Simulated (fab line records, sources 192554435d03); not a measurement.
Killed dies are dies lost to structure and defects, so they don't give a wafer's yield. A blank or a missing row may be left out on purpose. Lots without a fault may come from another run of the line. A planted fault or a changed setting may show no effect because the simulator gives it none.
fab line records | flow n5_finfet
record lots=4 wafers=12 last_day=17
route steps=1938 shown BEOL_M4@1099 BEOL_M5@1112 BEOL_M8@1352 PASSIVATION@1936
lots that met no fault: from a run of the same line without faults
start_h: hours from the record's first day to the start of the lot's first wafer shown | wait_h: hours since the lot's step before | " the same as in the row above | L1.1+2: a row that stands for several wafers | - no value, or no start given | * or withheld: withheld | < > ~ a bound
route shown NAME@n: a module of which the file shows steps, and the number in the route of the first | usual: mean/standard deviation of fault-free wafers | same: alike in all rows | chamber/n: place in a boat | sites: the reading at each site | _std_site: their standard deviation | _edge_site: outer sites' mean less inner sites' | radius_mm: how far each site lies from the wafer's centre | mask NAME#n: copy n | behind: the tool/chamber that last shaped the wafer | hold: why the lot was held/for how many hours/how that ended | device: the transistor (n, p or np) that didn't switch | end of line: the same wafers' tests at the end of the route | a step without rows: its recipe alone | killed: dies lost to structure and defects at the first sort, not the wafer's yield | map: a wafer's dies, x killed, . not, _ none there
set.NAME: the setting as run; set.NAME@STEP: as run at that earlier step | model.NAME: the simulator's own value behind a step, which no gauge read
lots at some steps of the route; a table a step, a row a wafer
services: from which hour (start_h, from the record's first day; less than 0 if before it) a tool's chamber was out of use, for how many hours, and why
## steps
# step N5_BEOL_M4_ANNEAL_95
# recipe temp_c=400 time_s=240 ambient=vacuum
# step N5_BEOL_M4_SPUTTER_96
# recipe material=Cu target_thk_a=45 temp_c=-20 chamber_pressure_pa=0.07 power_w=withheld time_s=8.29
# step N5_BEOL_M4_ECD_50
# recipe material=Cu target_thk_a=3000
# step N5_BEOL_M4_ANNEAL_51
# recipe temp_c=225 time_s=90 ambient=N2
# step N5_BEOL_M4_CMP_52
# recipe stop_on=SiOC t_overpolish_s=6.8 down_force_psi=1 platen_rpm=50 clearing_platen_down_force_psi=1.5 clearing_platen_rpm=50 post_cmp_clean=cu_alkaline target_thk_nm=40 clearing_platen_pad_velocity_m_s=0.99484 pad_velocity_m_s=0.99484
# step N5_BEOL_M4_PRE_CLEAN_60
# recipe gas=NH3/H2 time_s=15 temp_c=* rf_power_w=300
# step N5_BEOL_M4_CO_CAP_55
# recipe material=Co target_thk_a=20 temp_c=200 precursor=CCTBA/H2 pressure_torr=30 time_s=102.1
# step N5_BEOL_M4_PRE_CLEAN_56
# recipe gas=NH3 time_s=15 temp_c=withheld rf_power_w=300
# step N5_BEOL_M4_DEP_57
# recipe material=SiCN target_thk_a=80 temp_c=withheld precursor=3MS/NH3 pressure_torr=3 rf_w=202 time_s=14
# step N5_BEOL_M4_RC_MEAS_101
# usual DIBL_N=36.0/1.8 DIBL_P=36.3/2.4 IOFF_N=0.16/0.035 IOFF_P=0.21/0.036 ION_N=673/13 ION_P=461/7.2 SS_N=71.4/0.6 SS_P=73.2/0.7 VT_N=250/4 VT_P=-250.9/2.9
# columns lot.wafer tool chamber start_h wait_h DIBL_N[mV/V] DIBL_P[mV/V] IOFF_N[nA/um] IOFF_P[nA/um] ION_N[uA/um] ION_P[uA/um] SS_N[mV/dec] SS_P[mV/dec] VT_N[mV] VT_P[mV]
L789.1 prober-02 0 244.00 0.0 39.6 41.2 0.25 0.28 696 471 72.2 74.6 244 -248.5
L789.2 " 0 " " 36.3 37.8 0.18 0.22 693 467 71.2 73.0 247 -251.7
L789.6 " 0 " " 37.6 39.5 0.21 0.25 693 466 72.3 73.8 243 -251.4
L795.2 prober-01 0 276.11 0.2 37.0 36.1 0.16 0.20 670 454 71.7 73.3 252 -253.1
L795.4 " 0 " " 33.8 33.0 0.12 0.16 660 458 70.5 72.4 256 -254.9
L795.6 " 0 " " 32.8 30.6 0.10 0.13 646 442 69.7 71.9 260 -255.0
L796.1 prober-02 0 279.89 0.0 35.5 36.0 0.16 0.19 672 459 71.2 73.3 248 -251.7
L796.2 " 0 " " 35.9 37.5 0.17 0.21 694 465 71.0 73.5 248 -251.6
L796.4 " 0 " " 33.8 34.0 0.14 0.18 668 457 70.6 73.0 250 -253.1
L799.2 prober-02 0 287.13 0.2 34.3 33.6 0.12 0.17 654 458 70.7 72.4 253 -252.0
L799.3 " 0 " " 37.3 36.4 0.17 0.21 680 460 71.5 73.5 248 -250.0
L799.4 " 0 " " 34.4 33.1 0.11 0.16 662 458 70.4 72.9 253 -258.8
# step N5_BEOL_M5_ILD_DEP_00
# recipe material=SiCOH_lowk target_thk_a=1406.4 temp_c=300 precursor=DEMS/porogen pressure_torr=5 rf_w=500 time_s=25.9
# step N5_BEOL_M5_CURE_79
# recipe temp_c=385 time_s=240 ambient=He/Ar material=SiCOH_lowk
# step N5_BEOL_M5_PECVD_70
# recipe material=SiO2 target_thk_a=160 temp_c=400 precursor=TEOS/O2 pressure_torr=5.5 rf_w=450 teos_flow_sccm=53.8 gas=O2 flow_sccm=3000 time_s=18
# step N5_BEOL_M5_HM_DEP_02
# recipe material=TiN target_thk_a=200 temp_c=25 chamber_pressure_pa=0.49996
# step N5_BEOL_M5_COAT_59
# recipe resist=SOC temp_c=250 time_s=60 spin_rpm=1500 resist_thk_nm=60
# step N5_BEOL_M5_COAT_60
# recipe resist=SiARC temp_c=220 time_s=60 spin_rpm=1500 resist_thk_nm=12
# step N5_BEOL_M5_COAT_71
# recipe resist=underlayer temp_c=205 time_s=60 spin_rpm=1500 resist_thk_nm=5
# step N5_BEOL_M5_COAT_05
# recipe resist=CAR-EUV spin_rpm=1500 resist_thk_nm=30
# step N5_BEOL_M5_EBR_07
# recipe solvent=PGMEA ebr_width_mm=1.5
# step N5_BEOL_M5_SOFTBAKE_06
# recipe temp_c=110 time_s=60 resist=CAR-EUV
# step N5_BEOL_M5_EXPOSE_08
# recipe mask_id=M5 na=0.33 source_shape=annular sigma_inner=0.4 sigma_outer=0.8 polarization=unpolarized target_cd_nm=28 dose_mj=35.75
# step N5_BEOL_M5_PEB_09
# recipe peb_temp_c=100 peb_time_s=60 resist=CAR-EUV
# step N5_BEOL_M5_DEVELOP_10
# recipe develop_time_s=30 developer=TMAH resist=CAR-EUV rinse_liquid=surfactant_rinse dry=air_spin dev_temp_c=23
# step N5_BEOL_M5_DESCUM_16
# recipe chemistry=O2 time_s=7 source_power_w=50 bias_power_w=20 pressure_mtorr=20 rf_frequency_hz=2.712e+07 temp_c=40 resist=CAR-EUV o2_flow_sccm=225
# step N5_BEOL_M5_ETCH_72
# recipe chemistry=N2/H2 target=underlayer target_depth_a=65 mask_material=CAR-EUV time_s=5.2 ion_energy_ev=200 pressure_mtorr=30 source_w=840 bias_w=150 n2_flow_sccm=200 h2_flow_sccm=200 ends=cleared
# step N5_BEOL_M5_ETCH_61
# recipe chemistry=CF4 target=SiARC target_depth_a=156 mask_material=CAR-EUV time_s=26 ion_energy_ev=80 pressure_mtorr=40 source_w=545 bias_w=36 Ar_flow_sccm=100 cf4_flow_sccm=100 ends=cleared
# step N5_BEOL_M5_ETCH_62
# recipe chemistry=N2/H2 target=SOC target_depth_a=750 overetch_a=150 mask_material=SiARC temp_c=40 time_s=112.5 ion_energy_ev=200 pressure_mtorr=30 source_w=840 bias_w=150 n2_flow_sccm=200 h2_flow_sccm=200
# step N5_BEOL_M5_STRIP_63
# recipe chemistry=N2/H2 temp_c=40 n2_flow_sccm=200 h2_flow_sccm=200 rf_frequency_hz=6e+07
# step N5_BEOL_M5_STRIP_73
# recipe chemistry=N2/H2 temp_c=40 n2_flow_sccm=200 h2_flow_sccm=200 rf_frequency_hz=6e+07
# step N5_BEOL_M5_STRIP_64
# recipe chemistry=CF4 resist=SiARC power_w=300 bias_power_w=75 pressure_mtorr=50 cf4_flow_sccm=150 rf_frequency_hz=6e+07
# step N5_BEOL_M5_HM_OPEN_17
# recipe chemistry=Cl2/BCl3 target_depth_a=200 overetch_a=60 target=TiN mask_material=SOC ion_energy_ev=150 pressure_mtorr=10 icp_w=1000 bias_w=126 Cl2_flow_sccm=53.25 bcl3_flow_sccm=21.75 Ar_flow_sccm=25
# step N5_BEOL_M5_STRIP_19
# recipe chemistry=O2 power_w=400 temp_c=40 pressure_mtorr=30 rf_frequency_hz=6e+07 bias_power_w=0 overash_fraction=0.2 o2_flow_sccm=225
# step N5_BEOL_M5_COAT_65
# recipe resist=SOC temp_c=250 time_s=60 spin_rpm=1500 resist_thk_nm=60
# step N5_BEOL_M5_COAT_66
# recipe resist=SiARC temp_c=220 time_s=60 spin_rpm=1500 resist_thk_nm=12
# step N5_BEOL_M8_STRIP_67
# recipe chemistry=CF4 resist=SiARC power_w=300 bias_power_w=75 pressure_mtorr=50 cf4_flow_sccm=150 rf_frequency_hz=6e+07
# usual bias_power_w=75.02/0.21 cf4_flow_sccm=150.0/0.48 drypump_motor_current_A=5.6/0.57 oes_product_au=0.81/0.09 rf_vpp_V=271.1/1.8 showerhead_plenum_p_Torr=1.78/0.061 throttle_valve_pct=13.52/0.3
# columns lot.wafer tool chamber start_h wait_h bias_power_w cf4_flow_sccm drypump_motor_current_A oes_product_au rf_hours_counter_h rf_vpp_V showerhead_plenum_p_Torr throttle_valve_pct model.SiARC_of_BEOL_M8_COAT_60.thk_nm
L789.1 rie_diel-06 1 277.41 0.0 75.15 149.9 4.8 0.72 195 267.7 1.72 14.01 0
L789.2 " 3 " " 74.80 150.4 5.5 0.94 3 274.4 1.89 13.36 0
L789.6 " 3 " " 74.69 149.7 5.4 0.94 - 273.3 1.89 13.34 0
L795.2 rie_diel-06 1 308.37 0.0 - - - - - - - - 28.4
L795.4 " 3 " " - - - - - - - - 28.2
L795.6 " 3 " " - - - - - - - - 28.2
L796.1 rie_diel-06 3 316.85 0.0 - - - - - - - - 28.4
L796.2 " 2 " " - - - - - - - - 28.6
L796.4 " 0 " " - - - - - - - - 28.2
L799.2 rie_diel-05 0 324.52 0.0 74.75 149.8 6.1 0.82 89 269.4 1.75 13.33 0
L799.3 " 1 " " 75.18 150.1 5.7 0.90 29 270.2 1.75 13.28 0
L799.4 " 0 " " 74.85 149.5 6.1 0.83 - 270.7 1.75 13.33 0
# step N5_BEOL_M8_STRIP_19
# recipe chemistry=O2 power_w=400 temp_c=40 pressure_mtorr=30 rf_frequency_hz=6e+07 bias_power_w=0 overash_fraction=0.2 o2_flow_sccm=225
# usual chamber_pressure_mTorr=30.00/0.038 drypump_motor_current_A=5.6/0.58 oes_product_au=0.82/0.1 rf_vpp_V=3.7/0.61 showerhead_plenum_p_Torr=2.08/0.068 throttle_valve_pct=16.57/0.28
# same bias_power_w=0
# columns lot.wafer tool chamber start_h wait_h chamber_pressure_mTorr drypump_motor_current_A oes_product_au rf_hours_counter_h rf_vpp_V showerhead_plenum_p_Torr throttle_valve_pct model.SOC_of_BEOL_M8_COAT_59.thk_nm
L789.1 rie_diel-06 2 277.56 0.1 29.98 6.6 0.95 26 2.8 2.23 16.35 0
L789.2 " 0 " " 29.99 5.6 0.75 195 3.4 2.08 16.72 0
L789.6 " 1 " " 30.01 4.9 0.74 - 4.8 2.01 17.11 0
L795.2 rie_diel-06 2 308.86 0.4 29.99 6.6 0.92 38 4.1 2.22 16.32 92.6
L795.4 " 3 " " 29.99 5.5 0.89 15 3.5 2.22 16.56 92
L795.6 " 0 " " 30.01 5.6 0.74 - 4.8 2.08 16.74 92.4
L796.1 rie_diel-05 2 317.00 0.1 29.96 5.5 0.89 36 3.2 2.14 16.26 92.2
L796.2 " 0 " " 29.99 6.1 0.82 85 3.9 2.04 16.42 92.6
L796.4 " 0 " " 29.93 6.1 0.81 - 3.6 2.04 16.46 92.6
L799.2 rie_diel-01 2 324.86 0.3 30.02 6.4 0.78 121 3.9 2.11 16.33 0
L799.3 " 3 " " 29.99 5.2 0.88 45 5.1 2.04 16.43 0
L799.4 " 1 " " 29.99 5.0 0.69 213 2.0 2.06 16.64 0
# step N5_BEOL_M8_ETCH_66
# recipe chemistry=N2/H2 target=SOC target_depth_a=800 overetch_a=160 mask_material=SiARC temp_c=40 time_s=120 ion_energy_ev=200 pressure_mtorr=30 source_w=840 bias_w=150 n2_flow_sccm=200 h2_flow_sccm=200
# usual drypump_motor_current_A=5.7/0.57 oes_product_au=0.62/0.073 rf_vpp_V=523.6/2.6 showerhead_plenum_p_Torr=2.54/0.096 throttle_valve_pct=17.79/0.29
# columns lot.wafer tool chamber start_h wait_h drypump_motor_current_A oes_product_au rf_hours_counter_h rf_vpp_V showerhead_plenum_p_Torr throttle_valve_pct model.etch.depth_nm
L789.1 rie_diel-01 2 278.64 0.0 6.5 0.60 103 525.0 2.55 17.30 60.13
L789.2 " 0 " " 4.9 0.59 145 520.2 2.44 17.95 60.23
L789.6 " 1 " " 5.1 0.55 - 522.6 2.53 17.84 59.94
L795.2 rie_diel-06 3 312.43 0.0 5.5 0.89 15 527.3 2.74 18.10 94.37
L795.4 " 0 " " 5.6 0.74 207 522.8 2.52 17.84 97.07
L795.6 " 2 " " 6.6 0.90 - 527.5 2.71 17.62 96.1
L796.1 rie_diel-06 2 318.82 0.0 6.6 0.91 41 529.0 2.70 17.62 97.43
L796.2 " 0 " " 5.6 0.74 208 523.1 2.52 17.84 98.86
L796.4 " 1 " " 4.9 0.71 209 520.1 2.42 18.19 95.86
L799.2 rie_diel-05 0 328.59 0.0 6.1 0.61 91 521.7 2.46 17.58 59.9
L799.3 " 1 " " 5.8 0.69 32 523.0 2.48 17.56 59.84
L799.4 " 2 " " 5.6 0.67 - 524.8 2.60 17.58 59.94
# step N5_BEOL_M8_VIA_ETCH_34
# recipe chemistry=C4F6/O2 target=SiCOH_lowk target_depth_a=1255 mask_material=SOC taper_deg=4 time_s=50.5 ion_energy_ev=250 pressure_mtorr=30 source_w=345 bias_w=185 Ar_flow_sccm=300 C4F6_flow_sccm=10 O2_flow_sccm=10
# usual drypump_motor_current_A=5.7/0.57 mfc_ar_sccm=300.0/0.91 oes_product_au=0.81/0.098 rf_vpp_V=668/9.5 showerhead_plenum_p_Torr=2.85/0.098 throttle_valve_pct=20.9/0.32
# columns lot.wafer tool chamber start_h wait_h drypump_motor_current_A mfc_ar_sccm oes_product_au rf_hours_counter_h rf_vpp_V showerhead_plenum_p_Torr throttle_valve_pct
L789.1 rie_diel-01 2 278.74 0.0 6.4 299.3 0.81 103 659 2.89 20.6
L789.2 " 0 " " 4.9 299.9 0.77 145 674 2.73 21.0
L789.6 " 1 " " 5.1 298.0 0.71 - 668 2.81 20.8
L795.2 rie_diel-06 3 312.53 0.0 5.5 300.3 0.33 15 686 3.04 20.8
L795.4 " 0 " " 5.6 302.0 0.27 207 665 2.86 21.0
L795.6 " 2 " " 6.6 300.6 0.35 - 669 3.01 20.5
L796.1 rie_diel-06 2 318.92 0.0 6.6 299.9 0.34 41 670 3.01 20.4
L796.2 " 0 " " 5.6 300.6 0.28 208 665 2.86 21.0
L796.4 " 1 " " 4.9 300.0 0.27 209 654 2.74 21.3
L799.2 rie_diel-05 0 328.69 0.0 6.1 300.7 0.80 91 657 2.77 20.6
L799.3 " 1 " " 5.8 300.8 0.89 32 667 2.80 20.7
L799.4 " 2 " " 5.5 299.4 0.88 - 682 2.90 20.6
# step N5_BEOL_M8_ETCH_41
# recipe chemistry=CH3F/O2 target=SiCN target_depth_a=319 taper_deg=2 time_s=57.8 ion_energy_ev=120 mask_material=TiN pressure_mtorr=30 source_w=395 bias_w=75 Ar_flow_sccm=150 CH3F_flow_sccm=30 O2_flow_sccm=20
# usual drypump_motor_current_A=5.7/0.56 mfc_ar_sccm=150.0/0.51 oes_product_au=0.81/0.097 rf_vpp_V=297.3/1.7 showerhead_plenum_p_Torr=2.00/0.072 throttle_valve_pct=16.3/0.32
# columns lot.wafer tool chamber start_h wait_h drypump_motor_current_A mfc_ar_sccm oes_product_au rf_hours_counter_h rf_vpp_V showerhead_plenum_p_Torr throttle_valve_pct model.SiARC_of_BEOL_M8_COAT_60.thk_nm
L789.1 rie_diel-01 2 - - 6.4 149.9 0.80 103 297.3 2.03 16.0 0
L789.2 " 0 " " 4.9 149.1 0.76 145 294.8 1.92 16.4 0
L789.6 " 1 " " 5.1 149.6 0.71 - 298.5 1.97 16.3 0
L795.2 rie_diel-06 3 - - 5.4 149.9 0.89 16 300.1 2.14 16.3 18
L795.4 " 0 " " 5.6 150.7 0.73 207 295.7 2.00 16.5 17.6
L795.6 " 2 " " 6.6 149.3 0.91 - 298.1 2.12 16.0 17.8
L796.1 rie_diel-06 2 - - 6.6 150.2 0.90 41 300.8 2.12 16.0 17.8
L796.2 " 0 " " 5.6 150.1 0.73 208 298.6 2.00 16.5 18.2
L796.4 " 1 " " 4.8 149.5 0.71 210 294.4 1.92 16.8 17.8
L799.2 rie_diel-05 0 - - 6.1 149.6 0.80 92 294.8 1.94 16.1 0
L799.3 " 1 " " 5.7 149.7 0.90 32 297.4 1.96 16.1 0
L799.4 " 2 " " 5.5 149.9 0.88 - 300.6 2.04 15.9 0
# step N5_BEOL_M8_OCD_MEAS_38
# usual trench_depth_nm=93.8/1.1
# columns lot.wafer tool chamber start_h wait_h trench_depth_nm
L789.1 ocd-02 - 278.99 - 94.3
L789.2 " - " " 93.4
L789.6 " - " " 92.8
L795.2 ocd-01 - 312.79 - -
L795.4 " - " " -
L795.6 " - " " -
L796.1 ocd-02 - 319.17 - -
L796.2 " - " " -
L796.4 " - " " -
L799.2 ocd-01 - 328.94 - 91.9
L799.3 " - " " 93.8
L799.4 " - " " 97.1
# step N5_PASSIVATION_PROBE_49
# usual defect_limited_yield=91.2/1.4 killed_at_M0_to_M3=35/11 killed_at_M4_up=14/5.6 killed_at_contacts=12/5.6 killed_at_front_end=38/11 killed_at_other=4/3.4 killed_dies=103/17 killed_on_rim=13/3.5 killed_open=68/12 killed_short=33/8.8 sort_bin_5_function=5.1/0.89 sort_bin_6_memory=3.3/0.71 sort_n_pass=1077/17 sort_yield_pct=91.2/1.4
# same gross_dies=1180 killed_at_back_side=0 sort_bin_4_leakage[%]=0 sort_bin_8_speed[%]=0
# columns lot.wafer tool chamber start_h wait_h defect_limited_yield[%] killed_at_M0_to_M3 killed_at_M4_up killed_at_contacts killed_at_front_end killed_at_other killed_dies killed_on_rim killed_open killed_short sort_bin_5_function[%] sort_bin_6_memory[%] sort_n_pass sort_yield_pct[%]
L795.2 prober-01 - 391.01 0.1 0 33 1094 15 36 2 1180 152 68 35 96.4 3.3 0 0
L795.4 prober-01 - 391.11 0.2 0 23 1090 16 47 4 1180 152 83 26 95.8 3.8 0 0
L795.6 prober-01 - 391.21 0.3 0 34 1084 17 44 1 1180 152 77 39 96.2 3.5 0 0
L796.1 prober-01 - 395.17 0.7 0 31 1109 12 28 0 1180 152 62 24 96.4 3.0 0 0
L796.2 prober-01 - 395.22 0.8 0 40 1083 10 46 1 1180 152 82 37 95.1 4.7 0 0
L796.4 prober-01 - 395.32 0.9 0 38 1100 8 34 0 1180 152 68 30 96.2 3.5 0 0
# killed by level:class
L795.2 BEOL_M8:area_etch=1076 MOL_CONTACT_COAG:geometric_particle:open=13 BEOL_M0_SAQP:geometric_particle:short=12 FIN_SAQP:geometric_particle:open=10 BEOL_M0_SAQP:geometric_particle:open=10 BEOL_M4:geometric_particle:short=9 BEOL_M3:geometric_particle:open=8 DUMMY_GATE:geometric_particle:open=7
L795.4 BEOL_M8:area_etch=1070 FIN_SAQP:geometric_particle:open=24 MOL_CONTACT_COAG:geometric_particle:open=15 BEOL_M0_SAQP:geometric_particle:open=10 FIN_SAQP:geometric_particle:short=8 BEOL_M4:geometric_particle:open=5 BEOL_M0_SAQP:geometric_particle:short=5 DUMMY_GATE:geometric_particle:open=4
L795.6 BEOL_M8:area_etch=1063 MOL_CONTACT_COAG:geometric_particle:open=16 FIN_SAQP:geometric_particle:short=13 BEOL_M0_SAQP:geometric_particle:open=12 BEOL_M0_SAQP:geometric_particle:short=9 STI_FIN_REVEAL:geometric_particle:open=7 BEOL_M4:geometric_particle:open=6 FIN_SAQP:geometric_particle:open=5
L796.1 BEOL_M8:area_etch=1093 MOL_CONTACT_COAG:geometric_particle:open=10 BEOL_M3:geometric_particle:open=10 BEOL_M4:geometric_particle:open=8 STI_FIN_REVEAL:geometric_particle:open=6 BEOL_M0_SAQP:geometric_particle:short=5 BEOL_M0:geometric_particle:open=5 FIN_SAQP:geometric_particle:open=4
L796.2 BEOL_M8:area_etch=1061 BEOL_M3:geometric_particle:open=14 STI_FIN_REVEAL:geometric_particle:open=13 BEOL_M4:geometric_particle:open=11 BEOL_M0_SAQP:geometric_particle:short=9 MOL_CONTACT_COAG:geometric_particle:open=7 BEOL_M1:geometric_particle:open=7 FIN_SAQP:geometric_particle:short=5
L796.4 BEOL_M8:area_etch=1081 BEOL_M1:geometric_particle:open=11 BEOL_M4:geometric_particle:open=9 STI_FIN_REVEAL:geometric_particle:open=7 GATE_CUT:geometric_particle:short=7 MOL_CONTACT_COAG:geometric_particle:open=7 BEOL_M0_SAQP:geometric_particle:open=6 FIN_SAQP:geometric_particle:open=5
# map L795.2 (x killed, . not)
_________________xxxxxxxxxxxx________________
______________xxxxxxxxxxxxxxxxxx_____________
___________xxxxxxxxxxxxxxxxxxxxxxxx__________
__________xxxxxxxxxxxxxxxxxxxxxxxxxx_________
________xxxxxxxxxxxxxxxxxxxxxxxxxxxxxx_______
_______xxxxxxxxxxxxxxxxxxxxxxxxxxxxxxxx______
______xxxxxxxxxxxxxxxxxxxxxxxxxxxxxxxxxx_____
_____xxxxxxxxxxxxxxxxxxxxxxxxxxxxxxxxxxxx____
____xxxxxxxxxxxxxxxxxxxxxxxxxxxxxxxxxxxxxx___
___xxxxxxxxxxxxxxxxxxxxxxxxxxxxxxxxxxxxxxxx__
___xxxxxxxxxxxxxxxxxxxxxxxxxxxxxxxxxxxxxxxx__
__xxxxxxxxxxxxxxxxxxxxxxxxxxxxxxxxxxxxxxxxxx_
__xxxxxxxxxxxxxxxxxxxxxxxxxxxxxxxxxxxxxxxxxx_
_xxxxxxxxxxxxxxxxxxxxxxxxxxxxxxxxxxxxxxxxxxxx
_xxxxxxxxxxxxxxxxxxxxxxxxxxxxxxxxxxxxxxxxxxxx
_xxxxxxxxxxxxxxxxxxxxxxxxxxxxxxxxxxxxxxxxxxxx
_xxxxxxxxxxxxxxxxxxxxxxxxxxxxxxxxxxxxxxxxxxxx
_xxxxxxxxxxxxxxxxxxxxxxxxxxxxxxxxxxxxxxxxxxxx
_xxxxxxxxxxxxxxxxxxxxxxxxxxxxxxxxxxxxxxxxxxxx
_xxxxxxxxxxxxxxxxxxxxxxxxxxxxxxxxxxxxxxxxxxxx
_xxxxxxxxxxxxxxxxxxxxxxxxxxxxxxxxxxxxxxxxxxxx
__xxxxxxxxxxxxxxxxxxxxxxxxxxxxxxxxxxxxxxxxxx_
__xxxxxxxxxxxxxxxxxxxxxxxxxxxxxxxxxxxxxxxxxx_
___xxxxxxxxxxxxxxxxxxxxxxxxxxxxxxxxxxxxxxxx__
___xxxxxxxxxxxxxxxxxxxxxxxxxxxxxxxxxxxxxxxx__
____xxxxxxxxxxxxxxxxxxxxxxxxxxxxxxxxxxxxxx___
_____xxxxxxxxxxxxxxxxxxxxxxxxxxxxxxxxxxxx____
______xxxxxxxxxxxxxxxxxxxxxxxxxxxxxxxxxx_____
_______xxxxxxxxxxxxxxxxxxxxxxxxxxxxxxxx______
________xxxxxxxxxxxxxxxxxxxxxxxxxxxxxx_______
__________xxxxxxxxxxxxxxxxxxxxxxxxxx_________
___________xxxxxxxxxxxxxxxxxxxxxxxx__________
______________xxxxxxxxxxxxxxxxxx_____________
_________________xxxxxxxxxxxx________________
# map L796.1 (x killed, . not)
_________________xxxxxxxxxxxx________________
______________xxxxxxxxxxxxxxxxxx_____________
___________xxxxxxxxxxxxxxxxxxxxxxxx__________
__________xxxxxxxxxxxxxxxxxxxxxxxxxx_________
________xxxxxxxxxxxxxxxxxxxxxxxxxxxxxx_______
_______xxxxxxxxxxxxxxxxxxxxxxxxxxxxxxxx______
______xxxxxxxxxxxxxxxxxxxxxxxxxxxxxxxxxx_____
_____xxxxxxxxxxxxxxxxxxxxxxxxxxxxxxxxxxxx____
____xxxxxxxxxxxxxxxxxxxxxxxxxxxxxxxxxxxxxx___
___xxxxxxxxxxxxxxxxxxxxxxxxxxxxxxxxxxxxxxxx__
___xxxxxxxxxxxxxxxxxxxxxxxxxxxxxxxxxxxxxxxx__
__xxxxxxxxxxxxxxxxxxxxxxxxxxxxxxxxxxxxxxxxxx_
__xxxxxxxxxxxxxxxxxxxxxxxxxxxxxxxxxxxxxxxxxx_
_xxxxxxxxxxxxxxxxxxxxxxxxxxxxxxxxxxxxxxxxxxxx
_xxxxxxxxxxxxxxxxxxxxxxxxxxxxxxxxxxxxxxxxxxxx
_xxxxxxxxxxxxxxxxxxxxxxxxxxxxxxxxxxxxxxxxxxxx
_xxxxxxxxxxxxxxxxxxxxxxxxxxxxxxxxxxxxxxxxxxxx
_xxxxxxxxxxxxxxxxxxxxxxxxxxxxxxxxxxxxxxxxxxxx
_xxxxxxxxxxxxxxxxxxxxxxxxxxxxxxxxxxxxxxxxxxxx
_xxxxxxxxxxxxxxxxxxxxxxxxxxxxxxxxxxxxxxxxxxxx
_xxxxxxxxxxxxxxxxxxxxxxxxxxxxxxxxxxxxxxxxxxxx
__xxxxxxxxxxxxxxxxxxxxxxxxxxxxxxxxxxxxxxxxxx_
__xxxxxxxxxxxxxxxxxxxxxxxxxxxxxxxxxxxxxxxxxx_
___xxxxxxxxxxxxxxxxxxxxxxxxxxxxxxxxxxxxxxxx__
___xxxxxxxxxxxxxxxxxxxxxxxxxxxxxxxxxxxxxxxx__
____xxxxxxxxxxxxxxxxxxxxxxxxxxxxxxxxxxxxxx___
_____xxxxxxxxxxxxxxxxxxxxxxxxxxxxxxxxxxxx____
______xxxxxxxxxxxxxxxxxxxxxxxxxxxxxxxxxx_____
_______xxxxxxxxxxxxxxxxxxxxxxxxxxxxxxxx______
________xxxxxxxxxxxxxxxxxxxxxxxxxxxxxx_______
__________xxxxxxxxxxxxxxxxxxxxxxxxxx_________
___________xxxxxxxxxxxxxxxxxxxxxxxx__________
______________xxxxxxxxxxxxxxxxxx_____________
_________________xxxxxxxxxxxx________________
## services
# columns tool chamber start_h hours kind
rie_diel-01 1 266.36 5.0 repair
rie_diel-05 3 319.94 - clean
rie_diel-05 3 319.94 - consumable_replace:focus_ring
rie_diel-05 3 319.94 23.7 scheduled_down
rie_diel-05 3 319.94 23.7 vent_cycle
rie_diel-06 - 323.83 2.8 pm
## key
first_sign step=N5_BEOL_M8_STRIP_67 reading=tool_record direction=missing
effect step=N5_BEOL_M8_ETCH_66 reading=oes_product_au direction=up sigmas=2.7 usual=0.62 struck=0.82
effect step=N5_BEOL_M8_VIA_ETCH_34 reading=oes_product_au direction=down sigmas=5.1 usual=0.81 struck=0.31
effect step=N5_BEOL_M8_OCD_MEAS_38 reading=trench_depth_nm direction=missing
effect step=N5_PASSIVATION_PROBE_49 reading=killed_at_M4_up direction=up sigmas=99+ usual=14 struck=1093
model_effect step=N5_BEOL_M8_STRIP_67 value=SiARC_of_BEOL_M8_COAT_60.thk_nm without=0 struck=28.33
model_effect step=N5_BEOL_M8_STRIP_19 value=SOC_of_BEOL_M8_COAT_59.thk_nm without=0 struck=92.4
model_effect step=N5_BEOL_M8_ETCH_66 value=etch.depth_nm without=60.29 struck=96.62
model_effect step=N5_BEOL_M8_ETCH_41 value=SiARC_of_BEOL_M8_COAT_60.thk_nm without=0 struck=17.87
more_kills_born_at N5_BEOL_M8_ETCH_66@rie_diel-06=6444
met_at N5_BEOL_M8_STRIP_67
struck_wafers L795.2,L795.4,L795.6,L796.1,L796.2,L796.4
later_rows_left_out L795.2,L795.4,L795.6,L796.1,L796.2,L796.4
onset_between 277.41 308.37
fault kind=skipped_step_whole tool=rie_diel-06 chamber=- onset_h=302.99 steps=N5_BEOL_M8_STRIP_67 scope=struck_lots_only
# later_rows_left_out: the simulator's readings of these wafers behind a module that went badly wrong aren't trusted and aren't shown, but for the sort
